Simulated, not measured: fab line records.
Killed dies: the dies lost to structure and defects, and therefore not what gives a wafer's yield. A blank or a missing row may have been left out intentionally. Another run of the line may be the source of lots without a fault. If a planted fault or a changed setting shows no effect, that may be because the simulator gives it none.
Split-lot experiment    flow n5_finfet    on a route of 1938 steps: 7 lots, 21 wafers read

## THE SPLIT
At N5_BEOL_M2_TRENCH_ETCH_37 (etches SiOC in C4F6/O2, target depth 55.555 nm, time 29.2 s), the setting source_w was moved away from the recipe's 355 W on 5 of the 21 wafers read, by -6.7% to +17.0%. All remaining wafers had this setting at the recipe value.

The reading is taken at the split's own step.

## THE READING
rf_vpp_V, in V, at N5_BEOL_M2_TRENCH_ETCH_37 (etches SiOC in C4F6/O2, target depth 55.555 nm, time 29.2 s). On this fab line, fault-free wafers typically give 662 V with a standard deviation of 10 V.

wafer   tool, chamber at the split  source_w as run, W  against the recipe  rf_vpp_V, V  against lot-mates on the recipe
L077.1  rie_diel-02, 1              355                 recipe              655          -
L077.2  rie_diel-02, 2              355                 recipe              659          -
L077.5  rie_diel-02, 1              405.8               +14.3%              611          -46
L079.4  rie_diel-01, 0              331.1               -6.7%               676          -1
L079.5  rie_diel-01, 1              355                 recipe              677          -
L079.6  rie_diel-01, 0              331.1               -6.7%               677          +0
L082.1  rie_diel-01, 0              355                 recipe              653          -
L082.4  rie_diel-01, 3              355                 recipe              675          -
L082.5  rie_diel-01, 3              355                 recipe              676          -
L086.1  rie_diel-04, 1              355                 recipe              660          -
L086.3  rie_diel-04, 2              355                 recipe              661          -
L086.5  rie_diel-04, 3              377.1               +6.2%               658          -2
L087.2  rie_diel-02, 1              355                 recipe              654          -
L087.3  rie_diel-02, 3              355                 recipe              662          -
L087.5  rie_diel-02, 1              355                 recipe              654          -
L093.1  rie_diel-01, 2              355                 recipe              668          -
L093.5  rie_diel-01, 0              355                 recipe              651          -
L093.6  rie_diel-01, 2              355                 recipe              667          -
L097.1  rie_diel-02, 2              355                 recipe              659          -
L097.4  rie_diel-02, 1              415.5               +17.0%              604          -52
L097.6  rie_diel-02, 1              355                 recipe              654          -

FIT RESULTS
A straight line over all 21 wafers: rf_vpp_V changes by -3.07 V for each +1% of source_w; r = -0.89; the points scatter about the line by 8.9 V.
The same after taking each lot's own level away (the mean of its wafers on the recipe; 21 wafers): -2.42 V for each +1%; r = -0.84; scatter 8.8 V.
According to that fit, moving source_w by its largest amount changes the reading by 41 V.
Measured against the standard deviation above, the lots' own levels, which go from 656.5 to 677.0 V, span 2.0 times it.
Thus the slope moves with the lot-to-lot level: the two fits are different.
Check: for one of the wafers moved furthest among these (+17.0%), held out of the fit, the line's prediction against its lot-mates is -35.2 V. Against them it came out at -52.5 V.
Tool readings at the split's step, against how far the setting was moved: rf_vpp_V r = -0.89.

## OTHER SPLITS ON THESE WAFERS
Before the reading, these wafers also passed through other splits. Each is held against what the fit with the lots' levels taken away leaves over:
other split on the same wafers  wafers away from the commonest value  r with rf_vpp_V (lot level and that fit taken away)
N5_BEOL_M1_COAT_61 spin_rpm     8                                     -0.32
N5_BEOL_M2_ETCH_69 bias_w       7                                     +0.27

## THE WHOLE CHAIN: every reading that the file lists as answering this split, in the file's order
step                       what it does                                                 reading                                                                    change (the file's fit)                r (the file's)
N5_BEOL_M2_TRENCH_ETCH_37  etches SiOC in C4F6/O2, target depth 55.555 nm, time 29.2 s  rf_vpp_V                                                                   -2.7 V for each +1% of the setting     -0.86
N5_BEOL_M2_TRENCH_ETCH_37  etches SiOC in C4F6/O2, target depth 55.555 nm, time 29.2 s  etch.depth_nm (the simulator's own value, which no gauge read)             +0.21 nm for each +1% of the setting   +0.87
N5_BEOL_M2_TRENCH_ETCH_37  etches SiOC in C4F6/O2, target depth 55.555 nm, time 29.2 s  BEOL_M2.feature_depth_nm (the simulator's own value, which no gauge read)  +0.211 nm for each +1% of the setting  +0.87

## FILE'S OWN FIT
rf_vpp_V changes by -2.7 V for each +1% of source_w, r = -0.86.
